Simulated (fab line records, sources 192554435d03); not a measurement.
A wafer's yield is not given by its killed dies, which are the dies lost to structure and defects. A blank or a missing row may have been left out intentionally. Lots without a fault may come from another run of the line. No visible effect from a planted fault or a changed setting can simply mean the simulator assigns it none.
fab line records    flow n5_finfet
[record] lots = 9  wafers = 27  last_day = 19
route steps=1938 shown BEOL_M0@723 BEOL_M4@1111 PASSIVATION@1936
lots with no fault: from the same line, run without faults
start_h: start of the lot's first displayed wafer, in hours after the record's first day    wait_h: hours elapsed since this lot's preceding step    " same as the row above    L1.1+2: one row covering several wafers at once    - value missing, or start not given    * or withheld: withheld    < > ~ a bound
route shown NAME@n: names a module that has steps shown in the file, with the first one's number in the route    usual: the fault-free wafers' mean and standard deviation    same: alike in all rows    chamber/n: place in a boat    sites: each site's reading    _std_site: the values' standard deviation    _edge_site: the outer-site mean with the inner-site mean subtracted    radius_mm: how far each site lies from the wafer's centre    mask NAME#n: copy n    behind: the last tool/chamber to shape the wafer    hold: reason for holding the lot/hours on hold/outcome of the hold    device: transistor that didn't switch, given as n, p or np    end of line: the tests these same wafers got at the end of their route    a step without rows: its recipe alone    killed: not the wafer's yield, but the dies lost to structure and defects at the first sort    map: per-die view of a wafer (x killed, . not killed, _ where there is no die)
set.NAME: the run value of the setting; set.NAME@STEP: its run value at that earlier step    model.NAME: the simulator's own value behind a step, which no gauge read
route steps across a sampled set of lots; one table per step, one row per wafer
services: from which hour (start_h, from the record's first day; less than 0 if before it) a tool's chamber was out of use, for how many hours, and why
[[steps]]
[step N5_BEOL_M0_OCD_MEAS_108]
[usual] trench_depth_nm = 32.7/0.72
lot.wafer  tool    chamber  start_h  wait_h  trench_depth_nm
L880.1     ocd-01  -        131.14   0.1     33.3
L880.2     "       -        "        "       34.0
L880.5     "       -        "        "       32.2
L881.1     ocd-02  -        138.69   0.1     33.7
L881.3     "       -        "        "       32.8
L881.6     "       -        "        "       33.2
L883.1     ocd-02  -        154.63   0.1     33.2
L883.2     "       -        "        "       33.4
L883.6     "       -        "        "       33.1
L884.2     ocd-02  -        162.43   0.1     33.0
L884.5     "       -        "        "       32.5
L884.6     "       -        "        "       32.1
L886.1     ocd-02  -        169.04   0.1     32.4
L886.4     "       -        "        "       32.3
L886.6     "       -        "        "       32.0
L889.1     ocd-01  -        197.65   0.1     31.7
L889.2     "       -        "        "       32.3
L889.6     "       -        "        "       32.6
L890.4     ocd-01  -        201.22   0.1     32.7
L890.5     "       -        "        "       33.5
L890.6     "       -        "        "       32.6
L899.2     ocd-02  -        252.71   0.1     32.8
L899.5     "       -        "        "       32.1
L899.6     "       -        "        "       31.6
L900.1     ocd-01  -        253.10   0.1     31.9
L900.3     "       -        "        "       31.9
L900.6     "       -        "        "       31.8
[step N5_BEOL_M0_ETCH_109]
[recipe] chemistry = CH3F/O2  target_depth_a = 80  overetch_a = 24  target = SiCN  time_s = 27.4  ion_energy_ev = 120  pressure_mtorr = 30  source_w = 395  bias_w = 75  Ar_flow_sccm = 150  CH3F_flow_sccm = 30  O2_flow_sccm = 20
[usual] drypump_motor_current_A = 5.8/0.42  oes_product_au = 0.64/0.077  rf_fwd_power_W = 392.6/1.3  rf_vpp_V = 297.0/1.7  showerhead_plenum_p_Torr = 1.99/0.073  throttle_valve_pct = 16.40/0.26
lot.wafer  tool         chamber  start_h  wait_h  drypump_motor_current_A  oes_product_au  rf_fwd_power_W  rf_hours_counter_h  rf_vpp_V  showerhead_plenum_p_Torr  throttle_valve_pct
L880.1     rie_diel-05  0        131.30   0.0     6.1                      0.60            391.1           229                 295.7     1.90                      16.29
L880.2     "            1        "        "       5.5                      0.59            393.5           219                 296.3     1.97                      16.46
L880.5     "            1        "        "       5.5                      0.60            394.5           -                   296.6     1.97                      16.48
L881.1     rie_diel-03  2        138.80   0.0     5.2                      0.60            392.0           233                 298.5     1.99                      16.69
L881.3     "            1        "        "       6.1                      0.59            393.8           264                 299.0     1.97                      16.21
L881.6     "            1        "        "       6.1                      0.59            393.0           -                   295.7     1.97                      16.20
L883.1     rie_diel-03  0        156.19   1.5     6.2                      0.59            393.6           194                 299.6     2.07                      16.54
L883.2     "            1        "        "       6.1                      0.59            393.1           272                 294.8     1.96                      16.24
L883.6     "            0        "        "       6.2                      0.61            389.9           -                   297.5     2.07                      16.55
L884.2     rie_diel-03  2        162.93   0.4     5.2                      0.57            391.9           246                 296.8     1.98                      16.71
L884.5     "            0        "        "       6.2                      0.59            393.8           -                   297.5     2.07                      16.55
L884.6     "            2        "        "       5.2                      0.59            390.2           -                   297.3     1.98                      16.70
L886.1     rie_diel-03  2        169.15   0.0     5.2                      0.57            393.1           249                 296.0     1.98                      16.70
L886.4     "            1        "        "       6.1                      0.58            394.7           -                   296.1     1.96                      16.22
L886.6     "            2        "        "       5.2                      0.59            391.0           -                   297.0     1.98                      16.71
L889.1     rie_diel-03  3        197.79   0.0     5.1                      0.62            395.1           191                 293.7     1.90                      16.60
L889.2     "            2        "        "       5.2                      0.57            393.3           260                 295.3     1.98                      16.73
L889.6     "            3        "        "       5.1                      0.62            393.0           -                   296.0     1.90                      16.58
L890.4     rie_diel-03  3        201.37   0.1     5.1                      0.62            395.0           -                   295.1     1.90                      16.61
L890.5     "            2        "        "       5.2                      0.58            391.6           -                   296.5     1.98                      16.74
L890.6     "            3        "        "       5.1                      0.62            394.1           -                   297.1     1.90                      16.59
L899.2     rie_diel-01  0        252.86   0.1     5.1                      0.65            390.5           127                 298.8     2.08                      16.27
L899.5     "            2        "        "       5.6                      0.73            394.4           -                   297.3     2.02                      16.13
L899.6     "            3        "        "       5.7                      0.75            393.6           -                   298.3     2.13                      16.55
L900.1     rie_diel-05  0        253.21   0.0     6.1                      0.78            392.6           8                   300.3     2.14                      15.89
L900.3     "            3        "        "       6.1                      0.59            393.1           233                 295.6     1.88                      16.37
L900.6     "            2        "        "       6.1                      0.61            390.8           -                   299.5     2.07                      16.61
[step N5_BEOL_M0_PRE_CLEAN_113]
[recipe] gas = H2/He  time_s = 30  temp_c = 250
[usual] heater_power_w = 338/31
lot.wafer  tool            chamber  start_h  wait_h  heater_power_w
L880.1     pvd_sputter-03  -        131.67   0.0     390
L880.2     "               -        "        "       305
L880.5     "               -        "        "       343
L881.1     pvd_sputter-01  -        139.01   0.0     320
L881.3     "               -        "        "       322
L881.6     "               -        "        "       315
L883.1     pvd_sputter-02  -        156.40   0.0     319
L883.2     "               -        "        "       312
L883.6     "               -        "        "       310
L884.2     pvd_sputter-01  -        163.56   0.0     316
L884.5     "               -        "        "       330
L884.6     "               -        "        "       335
L886.1     pvd_sputter-01  -        169.36   0.0     315
L886.4     "               -        "        "       332
L886.6     "               -        "        "       330
L889.1     pvd_sputter-03  -        198.16   0.0     316
L889.2     "               -        "        "       382
L889.6     "               -        "        "       317
L890.4     pvd_sputter-03  -        201.95   0.0     313
L890.5     "               -        "        "       386
L890.6     "               -        "        "       341
L899.2     pvd_sputter-02  -        253.14   0.0     319
L899.5     "               -        "        "       313
L899.6     "               -        "        "       315
L900.1     pvd_sputter-02  -        254.80   0.0     356
L900.3     "               -        "        "       307
L900.6     "               -        "        "       312
[step N5_BEOL_M0_CVD_115]
[recipe] material = Co  target_thk_a = *  temp_c = withheld  precursor = CCTBA/H2  pressure_torr = 30  time_s = 120
[usual] chamber_pressure_Torr = 29.99/0.068  run_length_s = 143.0/0.55
lot.wafer  tool       chamber  start_h  wait_h  chamber_pressure_Torr  run_length_s
L880.1     cvd_co-02  1        132.09   0.1     30.01                  143.3
L880.2     "          0        "        "       29.97                  143.5
L880.5     "          2        "        "       29.89                  142.4
L881.1     cvd_co-02  0        139.42   0.0     29.94                  143.5
L881.3     "          2        "        "       30.06                  142.3
L881.6     "          0        "        "       29.91                  143.6
L883.1     cvd_co-02  1        156.75   0.0     29.94                  143.1
L883.2     "          2        "        "       29.90                  142.8
L883.6     "          1        "        "       29.95                  143.1
L884.2     cvd_co-02  0        163.97   0.0     29.93                  143.3
L884.5     "          1        "        "       29.96                  143.7
L884.6     "          0        "        "       29.92                  143.9
L886.1     cvd_co-02  2        169.71   0.0     30.01                  142.5
L886.4     "          2        "        "       29.90                  142.3
L886.6     "          1        "        "       30.07                  143.6
L889.1     cvd_co-01  1        200.29   0.1     30.03                  142.3
L889.2     "          0        "        "       30.02                  143.5
L889.6     "          0        "        "       29.87                  142.6
L890.4     cvd_co-01  2        202.40   0.1     30.03                  142.7
L890.5     "          0        "        "       29.93                  142.5
L890.6     "          1        "        "       29.87                  142.1
L899.2     cvd_co-02  1        253.93   0.3     -                      -
L899.5     "          2        "        "       -                      -
L899.6     "          0        "        "       -                      -
L900.1     cvd_co-01  2        255.33   0.1     -                      -
L900.3     "          0        "        "       -                      -
L900.6     "          0        "        "       -                      -
[step N5_BEOL_M0_CMP_120]
[recipe] stop_on = SiOC  t_overpolish_s = 6.9  down_force_psi = 1  platen_rpm = 50  clearing_platen_down_force_psi = 1.5  clearing_platen_rpm = 50  post_cmp_clean = cu_alkaline  clearing_platen_pad_velocity_m_s = 0.99484  pad_velocity_m_s = 0.99484
[usual] barrier_field_endpoint_s = 3.66/0.13  clearing_platen_rpm = 49.999/0.027  motor_current_A = 6.2/0.62  pad_life_wafers = 1283/590
lot.wafer  tool    chamber  start_h  wait_h  barrier_field_endpoint_s  clearing_platen_rpm  motor_current_A  pad_life_wafers
L880.2     cmp-01  1        135.27   0.3     3.60                      49.996               5.5              829
L880.1     "       3        "        "       3.89                      49.989               6.4              831
L880.5     "       0        "        "       3.77                      50.031               6.8              -
L881.3     cmp-02  3        143.32   0.2     3.74                      49.966               7.2              1980
L881.1     "       0        "        "       3.61                      49.965               6.6              1981
L881.6     "       0        "        "       3.79                      49.967               6.7              -
L883.2     cmp-03  3        162.76   0.4     3.80                      49.974               6.4              1446
L883.1     "       2        "        "       3.53                      49.996               5.8              1449
L883.6     "       3        "        "       3.69                      49.984               7.2              -
L884.2     cmp-02  3        170.36   0.3     3.82                      50.006               6.5              21
L884.5     "       0        "        "       3.86                      49.950               6.3              -
L884.6     "       1        "        "       3.83                      49.990               5.9              -
L886.1     cmp-01  0        174.03   0.3     3.68                      50.021               6.8              1123
L886.4     "       1        "        "       3.55                      49.981               5.8              1124
L886.6     "       0        "        "       3.52                      50.023               6.7              -
L889.1     cmp-01  1        201.40   0.3     3.58                      49.988               5.8              1322
L889.2     "       2        "        "       3.78                      49.962               6.7              1323
L889.6     "       3        "        "       3.90                      49.947               6.3              -
L890.4     cmp-03  2        205.21   0.2     3.55                      50.017               5.5              1791
L890.6     "       3        "        "       3.64                      50.043               6.9              -
L890.5     "       0        "        "       3.94                      49.944               5.6              -
L899.2     cmp-01  0        255.07   0.3     1.84                      50.010               6.5              1802
L899.5     "       2        "        "       1.82                      49.962               6.5              -
L899.6     "       3        "        "       1.89                      49.948               6.7              -
L900.3     cmp-02  2        256.57   0.2     1.80                      50.001               6.2              702
L900.1     "       3        "        "       1.82                      50.012               6.6              703
L900.6     "       3        "        "       1.86                      49.991               6.9              -
[step N5_BEOL_M4_RC_MEAS_101]
[usual] DIBL_N = 36.3/2.2  DIBL_P = 36.0/2.4  IOFF_N = 0.16/0.042  IOFF_P = 0.22/0.041  ION_N = 672/14  ION_P = 462/7.9  SS_N = 71.7/0.76  SS_P = 73.3/0.72  VT_N = 250/3.6  VT_P = -249/3
lot.wafer  tool       chamber  start_h  wait_h  DIBL_N[mV/V]  DIBL_P[mV/V]  IOFF_N[nA/um]  IOFF_P[nA/um]  ION_N[uA/um]  ION_P[uA/um]  SS_N[mV/dec]  SS_P[mV/dec]  VT_N[mV]  VT_P[mV]
L880.1     prober-01  0        180.50   0.0     34.9          34.5          0.14           0.20           668           463           72.2          73.3          249       -248
L880.2     "          0        "        "       34.7          34.2          0.14           0.20           670           463           71.0          73.2          249       -250
L880.5     "          0        "        "       34.9          34.7          0.15           0.20           678           467           71.4          73.4          247       -246
L881.1     prober-02  0        191.97   0.0     37.0          38.2          0.18           0.25           675           465           72.0          74.1          248       -249
L881.3     "          0        "        "       38.0          38.6          0.19           0.25           666           454           72.3          73.6          246       -251
L881.6     "          0        "        "       37.0          37.7          0.17           0.24           676           470           72.0          73.1          247       -249
L883.1     prober-01  0        205.20   0.0     32.6          30.9          0.10           0.14           651           450           71.1          71.5          256       -253
L883.2     "          0        "        "       35.4          35.6          0.16           0.20           671           460           71.6          72.7          248       -250
L883.6     "          0        "        "       35.2          34.7          0.14           0.18           661           454           72.3          72.0          248       -250
L884.2     prober-02  0        209.20   0.2     35.0          34.9          0.15           0.21           661           459           71.3          72.7          253       -249
L884.5     "          0        "        "       35.1          34.7          0.15           0.21           672           462           70.9          73.5          251       -250
L884.6     "          0        "        "       37.3          37.2          0.20           0.27           673           466           71.7          74.0          247       -247
L886.1     prober-01  0        213.24   0.0     36.6          36.9          0.16           0.21           660           459           71.6          73.5          250       -249
L886.4     "          0        "        "       35.3          34.9          0.14           0.18           674           457           71.3          73.5          252       -254
L886.6     "          0        "        "       34.7          34.5          0.12           0.17           661           461           71.5          72.8          255       -252
L889.1     prober-02  0        243.44   0.0     40.4          38.4          0.35           0.28           682           459           75.0          73.8          244       -248
L889.2     "          0        "        "       36.1          35.9          0.17           0.22           662           457           71.7          73.2          249       -250
L889.6     "          0        "        "       36.4          36.5          0.17           0.23           650           448           72.5          73.4          250       -252
L890.4     prober-02  0        252.12   0.5     36.8          36.9          0.16           0.25           674           469           72.6          73.8          249       -247
L890.5     "          0        "        "       35.6          35.2          0.14           0.22           661           463           71.7          73.7          252       -248
L890.6     "          0        "        "       35.8          34.2          0.12           0.20           643           445           72.1          73.2          255       -250
[step N5_PASSIVATION_PROBE_49]
[usual] defect_limited_yield = 91.3/1.7  killed_at_M0_to_M3 = 33/9.9  killed_at_M4_up = 14/6.4  killed_at_contacts = 12/7  killed_at_front_end = 41/13  killed_at_other = 3.1/2.9  killed_dies = 103/20  killed_on_rim = 13/4  killed_open = 67/14  killed_short = 34/9.4  sort_bin_4_leakage = 0.03/0.24  sort_bin_5_function = 5.1/1.1  sort_bin_6_memory = 3.2/0.79  sort_bin_8_speed = 0.02/0.15  sort_n_pass = 1077/21  sort_yield_pct = 91.2/1.7
[same] gross_dies = 1180  killed_at_back_side = 0
lot.wafer  tool       chamber  start_h  wait_h  defect_limited_yield[%]  killed_at_M0_to_M3  killed_at_M4_up  killed_at_contacts  killed_at_front_end  killed_at_other  killed_dies  killed_on_rim  killed_open  killed_short  sort_bin_4_leakage[%]  sort_bin_5_function[%]  sort_bin_6_memory[%]  sort_bin_8_speed[%]  sort_n_pass  sort_yield_pct[%]
L884.2     prober-02  -        302.92   0.1     92.8                     38                  7                3                   36                   1                85           7              50           34            0                      3.7                     3.1                   0                    1095         92.8
L884.6     prober-02  -        303.12   0.3     92.2                     26                  13               15                  36                   2                92           8              53           37            0                      4.2                     3.3                   0                    1088         92.2
L899.2     prober-01  -        437.73   0.1     0                        1113                12               7                   48                   0                1180         152            64           23            0                      88.6                    11.4                  0                    0            0
L899.5     prober-01  -        437.88   0.2     0                        1104                7                10                  55                   4                1180         152            77           31            0                      87.7                    12.0                  0                    0            0
L899.6     prober-01  -        437.93   0.3     0                        1099                14               11                  54                   2                1180         152            92           48            0                      87.6                    12.3                  0                    0            0
L900.1     prober-02  -        461.80   0.0     0                        1121                19               4                   31                   5                1180         152            59           29            0                      90.9                    8.8                   0                    0            0
L900.3     prober-02  -        461.90   0.1     0                        1106                19               4                   45                   6                1180         152            72           21            0                      89.8                    10.2                  0                    0            0
L900.6     prober-02  -        462.05   0.3     0                        1120                17               8                   28                   7                1180         152            67           29            0                      89.1                    10.6                  0                    0            0
// killed by level:class
L884.2 FIN_SAQP:geometric_particle:short=12 BEOL_M1:geometric_particle:open=10 BEOL_M3:geometric_particle:open=8 FIN_SAQP:geometric_particle:open=6 STI_FIN_REVEAL:geometric_particle:open=6 BEOL_M0_SAQP:geometric_particle:short=5 BEOL_M0_SAQP:geometric_particle:open=4 MOL_CONTACT_COAG:geometric_particle:open=3
L884.6 FIN_SAQP:geometric_particle:short=14 MOL_CONTACT_COAG:geometric_particle:open=12 BEOL_M3:geometric_particle:open=6 BEOL_M2:geometric_particle:open=6 BEOL_M6:geometric_particle:open=6 STI_FIN_REVEAL:geometric_particle:open=4 BEOL_M1:geometric_particle:open=4 BEOL_M0_SAQP:geometric_particle:short=3
L899.2 BEOL_M0:area_cvd=853 BEOL_M0:interface_void_opened=240 STI_FIN_REVEAL:geometric_particle:open=9 FIN_SAQP:geometric_particle:open=8 FIN_SAQP:geometric_particle:short=7 MOL_CONTACT_COAG:geometric_particle:open=7 BEOL_M0_SAQP:geometric_particle:open=7 DUMMY_GATE:geometric_particle:open=6
L899.5 BEOL_M0:area_cvd=799 BEOL_M0:interface_void_opened=272 STI_FIN_REVEAL:geometric_particle:open=24 BEOL_M0_SAQP:geometric_particle:short=15 MOL_CONTACT_COAG:geometric_particle:open=10 STARTING-WAFER:geometric_particle:open=8 BEOL_M0:geometric_particle:open=6 FIN_SAQP:geometric_particle:open=5
L899.6 BEOL_M0:area_cvd=789 BEOL_M0:interface_void_opened=248 BEOL_M0_SAQP:geometric_particle:short=21 BEOL_M0_SAQP:geometric_particle:open=20 STI_FIN_REVEAL:geometric_particle:open=16 FIN_SAQP:geometric_particle:open=13 BEOL_M2:geometric_particle:open=11 MOL_CONTACT_COAG:geometric_particle:open=9
L900.1 BEOL_M0:area_cvd=848 BEOL_M0:interface_void_opened=243 BEOL_M3:geometric_particle:open=11 BEOL_M4:geometric_particle:open=9 BEOL_M0_SAQP:geometric_particle:short=7 STI_FIN_REVEAL:geometric_particle:open=5 FIN_SAQP:geometric_particle:short=4 FIN_SAQP:geometric_particle:open=4
L900.3 BEOL_M0:area_cvd=861 BEOL_M0:interface_void_opened=226 FIN_SAQP:geometric_particle:open=21 STI_FIN_REVEAL:geometric_particle:open=11 FIN_SAQP:geometric_particle:short=6 BEOL_M2:geometric_particle:open=6 BEOL_M0_SAQP:geometric_particle:open=5 BEOL_M4:geometric_particle:open=5
L900.6 BEOL_M0:area_cvd=845 BEOL_M0:interface_void_opened=238 BEOL_M0_SAQP:geometric_particle:open=16 STI_FIN_REVEAL:geometric_particle:open=8 BEOL_M4:geometric_particle:open=7 MOL_CONTACT_COAG:geometric_particle:open=6 FIN_SAQP:geometric_particle:open=5 BEOL_M1:geometric_particle:open=5
[[services]]
tool            chamber  start_h  hours  kind
cvd_co-01       1        114.67   -      clean
cvd_co-01       1        114.67   22.0   scheduled_down
pvd_sputter-03  -        133.80   2.7    repair
cmp-02          -        154.34   1.1    repair
cvd_co-02       2        157.27   6.8    repair
cmp-02          -        163.53   4.0    pm
cvd_co-01       -        165.04   0.5    repair
cmp-03          -        167.46   0.8    repair
rie_diel-05     0        175.21   1.2    repair
cmp-01          -        176.83   2.5    repair
cmp-01          -        191.02   2.7    repair
rie_diel-03     1        192.64   -      clean
rie_diel-03     1        192.64   -      consumable_replace:focus_ring
rie_diel-03     1        192.64   15.9   scheduled_down
rie_diel-03     1        192.64   15.9   vent_cycle
rie_diel-03     2        208.58   -      clean
rie_diel-03     2        208.58   -      consumable_replace:focus_ring
rie_diel-03     2        208.58   19.2   scheduled_down
rie_diel-03     2        208.58   19.2   vent_cycle
rie_diel-01     -        216.73   1.2    repair
rie_diel-05     1        237.91   6.5    repair
cmp-03          -        241.95   4.0    pm
cmp-02          -        244.87   0.2    repair
cmp-02          -        252.15   4.3    repair
[[key]]
[first_sign] step = N5_BEOL_M0_CVD_115  reading = tool_record  direction = missing
[effect] step = N5_BEOL_M0_CMP_120  reading = barrier_field_endpoint_s  direction = down  sigmas = 14  usual = 3.66  struck = 1.84
[effect] step = N5_PASSIVATION_PROBE_49  reading = killed_at_M0_to_M3  direction = up  sigmas = 99+  usual = 33  struck = 1110
[more_kills_born_at] N5_BEOL_M0_CVD_115@cvd_co-01 = 2554  N5_BEOL_M0_CVD_115@cvd_co-02 = 2441
met_at N5_BEOL_M0_CVD_115
struck_lots L899,L900
later_rows_left_out L899.2,L899.5,L899.6,L900.1,L900.3,L900.6
not_acting_at N5_BEOL_M0_OCD_MEAS_108,N5_BEOL_M0_ETCH_109,N5_BEOL_M0_PRE_CLEAN_113
onset_between 202.40 253.93
[fault] kind = skipped_step_whole  tool = cvd_co-01,cvd_co-02  chamber = -  onset_h = 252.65  steps = N5_BEOL_M0_CVD_115  scope = struck_lots_only
// later_rows_left_out: the simulator's readings of these wafers behind a module that went badly wrong aren't trusted and aren't shown, but for the sort
